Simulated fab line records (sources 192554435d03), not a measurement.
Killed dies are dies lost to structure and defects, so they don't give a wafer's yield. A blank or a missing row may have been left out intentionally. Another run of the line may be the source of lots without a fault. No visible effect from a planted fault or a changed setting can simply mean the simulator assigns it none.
Chamber matching || flow n5 finfet || rie diel-02 running N5_FIN_SAQP_ETCH_51: 4 sister chambers
The step etches SiARC in CF4, target depth 45.5 nm, time 75.8 s. 20 wafers are shown with their chamber, then 10 later ones without.

== WAFERS PAIRED WITH THEIR CHAMBERS ==
{"wafer": "L076.1", "chamber": 1, "showerhead plenum p Torr (Torr)": 2.05, "throttle valve pct (%)": 15.49, "oes product au (a.u.)": 0.62}
{"wafer": "L076.3", "chamber": 2, "showerhead plenum p Torr (Torr)": 2.20, "throttle valve pct (%)": 16.13, "oes product au (a.u.)": 0.60}
{"wafer": "L076.4", "chamber": 0, "showerhead plenum p Torr (Torr)": 2.17, "throttle valve pct (%)": 15.10, "oes product au (a.u.)": 0.75}
{"wafer": "L078.1", "chamber": 0, "showerhead plenum p Torr (Torr)": 2.17, "throttle valve pct (%)": 15.12, "oes product au (a.u.)": 0.73}
{"wafer": "L078.2", "chamber": 3, "showerhead plenum p Torr (Torr)": 2.18, "throttle valve pct (%)": 15.50, "oes product au (a.u.)": 0.74}
{"wafer": "L078.5", "chamber": 2, "showerhead plenum p Torr (Torr)": 2.20, "throttle valve pct (%)": 16.14, "oes product au (a.u.)": 0.59}
{"wafer": "L079.2", "chamber": 0, "showerhead plenum p Torr (Torr)": 2.17, "throttle valve pct (%)": 15.09, "oes product au (a.u.)": 0.73}
{"wafer": "L079.4", "chamber": 2, "showerhead plenum p Torr (Torr)": 2.20, "throttle valve pct (%)": 16.14, "oes product au (a.u.)": 0.59}
{"wafer": "L079.5", "chamber": 3, "showerhead plenum p Torr (Torr)": 2.18, "throttle valve pct (%)": 15.50, "oes product au (a.u.)": 0.74}
{"wafer": "L080.1", "chamber": 3, "showerhead plenum p Torr (Torr)": 2.18, "throttle valve pct (%)": 15.52, "oes product au (a.u.)": 0.73}
{"wafer": "L080.3", "chamber": 0, "showerhead plenum p Torr (Torr)": 2.17, "throttle valve pct (%)": 15.13, "oes product au (a.u.)": 0.73}
{"wafer": "L080.5", "chamber": 0, "showerhead plenum p Torr (Torr)": 2.17, "throttle valve pct (%)": 15.12, "oes product au (a.u.)": 0.73}
{"wafer": "L081.2", "chamber": 0, "showerhead plenum p Torr (Torr)": 2.17, "throttle valve pct (%)": 15.11, "oes product au (a.u.)": 0.72}
{"wafer": "L081.3", "chamber": 2, "showerhead plenum p Torr (Torr)": 2.20, "throttle valve pct (%)": 16.15, "oes product au (a.u.)": 0.59}
{"wafer": "L081.6", "chamber": 3, "showerhead plenum p Torr (Torr)": 2.18, "throttle valve pct (%)": 15.52, "oes product au (a.u.)": 0.73}
{"wafer": "L083.3", "chamber": 3, "showerhead plenum p Torr (Torr)": 2.18, "throttle valve pct (%)": 15.51, "oes product au (a.u.)": 0.72}
{"wafer": "L083.5", "chamber": 3, "showerhead plenum p Torr (Torr)": 2.17, "throttle valve pct (%)": 15.53, "oes product au (a.u.)": 0.72}
{"wafer": "L083.6", "chamber": 0, "showerhead plenum p Torr (Torr)": 2.17, "throttle valve pct (%)": 15.13, "oes product au (a.u.)": 0.73}
{"wafer": "L084.2", "chamber": 1, "showerhead plenum p Torr (Torr)": 2.05, "throttle valve pct (%)": 15.54, "oes product au (a.u.)": 0.62}
{"wafer": "L084.5", "chamber": 3, "showerhead plenum p Torr (Torr)": 2.17, "throttle valve pct (%)": 15.53, "oes product au (a.u.)": 0.72}

SIGNATURES (averages over the wafers above)
{"reading": "showerhead plenum p Torr", "chamber 0": 2.1700, "chamber 1": 2.0500, "chamber 2": 2.2000, "chamber 3": 2.1771, "scatter within a chamber": 0.00299}
{"reading": "throttle valve pct", "chamber 0": 15.1143, "chamber 1": 15.5150, "chamber 2": 16.1400, "chamber 3": 15.5157, "scatter within a chamber": 0.0154}
{"reading": "oes product au", "chamber 0": 0.7314, "chamber 1": 0.6200, "chamber 2": 0.5925, "chamber 3": 0.7286, "scatter within a chamber": 0.00809}
Rule: a wafer's distance from a chamber is the root of the sum, over the readings, of the square of ((its reading less the chamber's mean) divided by the reading's scatter). The wafer belongs to the nearest chamber; if the next one is less than 2 further off, it can't be placed. The scatter is the square root of a quotient: the sum, over the shown wafers, of each reading's squared deviation from its chamber's mean, divided by wafers minus chambers.

== WAFERS WITHOUT THEIR CHAMBER ==
{"wafer": "L084.6", "showerhead plenum p Torr (Torr)": 2.20, "throttle valve pct (%)": 16.17, "oes product au (a.u.)": 0.58}
{"wafer": "L087.2", "showerhead plenum p Torr (Torr)": 2.20, "throttle valve pct (%)": 16.17, "oes product au (a.u.)": 0.58}
{"wafer": "L087.4", "showerhead plenum p Torr (Torr)": 2.16, "throttle valve pct (%)": 15.14, "oes product au (a.u.)": 0.71}
{"wafer": "L087.5", "showerhead plenum p Torr (Torr)": 2.17, "throttle valve pct (%)": 15.52, "oes product au (a.u.)": 0.70}
{"wafer": "L091.1", "showerhead plenum p Torr (Torr)": 2.04, "throttle valve pct (%)": 15.58, "oes product au (a.u.)": 0.61}
{"wafer": "L091.4", "showerhead plenum p Torr (Torr)": 2.04, "throttle valve pct (%)": 15.56, "oes product au (a.u.)": 0.60}
{"wafer": "L091.5", "showerhead plenum p Torr (Torr)": 2.16, "throttle valve pct (%)": 15.17, "oes product au (a.u.)": 0.70}
{"wafer": "L093.2", "showerhead plenum p Torr (Torr)": 2.19, "throttle valve pct (%)": 15.67, "oes product au (a.u.)": 0.85}
{"wafer": "L093.3", "showerhead plenum p Torr (Torr)": 2.04, "throttle valve pct (%)": 15.55, "oes product au (a.u.)": 0.60}
{"wafer": "L093.4", "showerhead plenum p Torr (Torr)": 2.17, "throttle valve pct (%)": 15.58, "oes product au (a.u.)": 0.70}

== CHAMBER TAKEN BY EACH ==
{"wafer": "L084.6", "from the rows above": 2, "in truth": 2}
{"wafer": "L087.2", "from the rows above": 2, "in truth": 2}
{"wafer": "L087.4", "from the rows above": 0, "in truth": 0}
{"wafer": "L087.5", "from the rows above": 3, "in truth": 3}
{"wafer": "L091.1", "from the rows above": 1, "in truth": 1}
{"wafer": "L091.4", "from the rows above": 1, "in truth": 1}
{"wafer": "L091.5", "from the rows above": 0, "in truth": 0}
{"wafer": "L093.2", "from the rows above": 3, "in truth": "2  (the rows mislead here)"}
{"wafer": "L093.3", "from the rows above": 1, "in truth": 1}
{"wafer": "L093.4", "from the rows above": 3, "in truth": 3}
Placed correctly: 9 of 10. From these rows, 0 cannot be placed. Number placed wrongly: 1.
